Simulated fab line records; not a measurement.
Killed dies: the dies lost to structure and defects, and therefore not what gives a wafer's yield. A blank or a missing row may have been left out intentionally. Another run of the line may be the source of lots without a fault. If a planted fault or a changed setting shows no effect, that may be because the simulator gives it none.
A single fault, viewed from 2 desks | flow nandHarc | each desk has only its own numbers; what lay behind them comes last

## THE METROLOGY DESK
What the gauges read for every lot (on any tool): the sampled wafers with a number, averaged. A lot is out of limits, marked OUT, if its mean lies more than 4 standard deviations from the usual mean; the brackets give that distance.
Columns: A = cdNm at NHARC_P_BONDPAD_CD_MEAS_09, usual 500.5 nm; B = thkNm at NHARC_A_ONON_D1_THK_MEAS_14, usual 1001 nm; C = thkNm at NHARC_A_ONON_D1_THK_MEAS_24, usual 998 nm
lot  | first seen here | A     | B              | C
L832 | day 7 14:48     | 499.5 | 998            | 1001
L834 | day 8 02:08     | 499.9 | 1008           | 977
L835 | day 8 18:14     | 501.1 | 1002           | 1009
L836 | day 9 02:01     | 499.4 | 1002           | 1005
L837 | day 9 08:53     | 498.6 | 1002           | 997
L838 | day 9 20:45     | 502.3 | 1008           | 993
L839 | day 10 02:37    | 499.2 | 996            | 1002
L840 | day 10 14:32    | 499.5 | 1006           | 985
L841 | day 11 07:07    | 502.7 | 1007           | 984
L842 | day 11 12:51    | 501.7 | 1004           | 996
L850 | day 15 13:43    | 499.1 | 950 (-5.6) OUT | 1013
L851 | day 15 19:02    | 499.4 | 943 (-6.4) OUT | 1006
L852 | day 15 20:35    | 500.5 | 1001           | 991
L853 | day 16 15:34    | 499.9 | 1001           | 1008
Finding of this desk: L850, L851 out of limits; the first was L850 at day 16 18:28, on thkNm at NHARC_A_ONON_D1_THK_MEAS_14. L832, L834, L835, L836, L837, L838, L839, L840, L841, L842, L852, L853 stayed within limits.

## THE DEFECT DESK
Inspection counts along the route, by lot: the mean over sampled wafers that carry a number. A lot is out of limits, marked OUT, if its mean lies more than 4 standard deviations from the usual mean; the brackets give that distance.
Columns: A = rawDefectCount at NHARC_A_CHANNEL_HOLE_D1_INSPECT_12, usual 6
lot  | first seen here | A
L832 | day 9 17:22     | 4
L834 | day 10 00:31    | 7
L835 | day 10 16:10    | 4
L836 | day 10 19:29    | 7
L837 | day 11 07:37    | 3
L838 | day 11 16:12    | 8
L839 | day 12 00:38    | 5
L840 | day 12 08:51    | 9
L841 | day 13 03:32    | 8
L842 | day 13 12:57    | 8
L850 | day 17 08:31    | 4
L852 | day 17 16:05    | 6
L851 | day 17 16:31    | 7
L853 | day 18 10:26    | 6
This desk's verdict: no lot among the 14 shows anything out of limits.

## TAKEN TOGETHER
An alarm was possible from the metrology desk at day 16 18:28, on L850, L851.
No out-of-limits result turned up at the defect desk.
The defect desk has L850, L851 on record, within its limits.
Of the lots named, all ran NHARC_A_ONON_D1_DEP_12 on pecvdOnon-04.

## WHAT THE SIMULATOR HAD INSERTED
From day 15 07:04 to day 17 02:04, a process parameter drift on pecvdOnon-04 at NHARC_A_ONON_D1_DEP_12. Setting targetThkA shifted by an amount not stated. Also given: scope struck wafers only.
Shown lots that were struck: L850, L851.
Time in hours between the start of the fault and the first out-of-limits reading at each desk: metrology desk, 35.
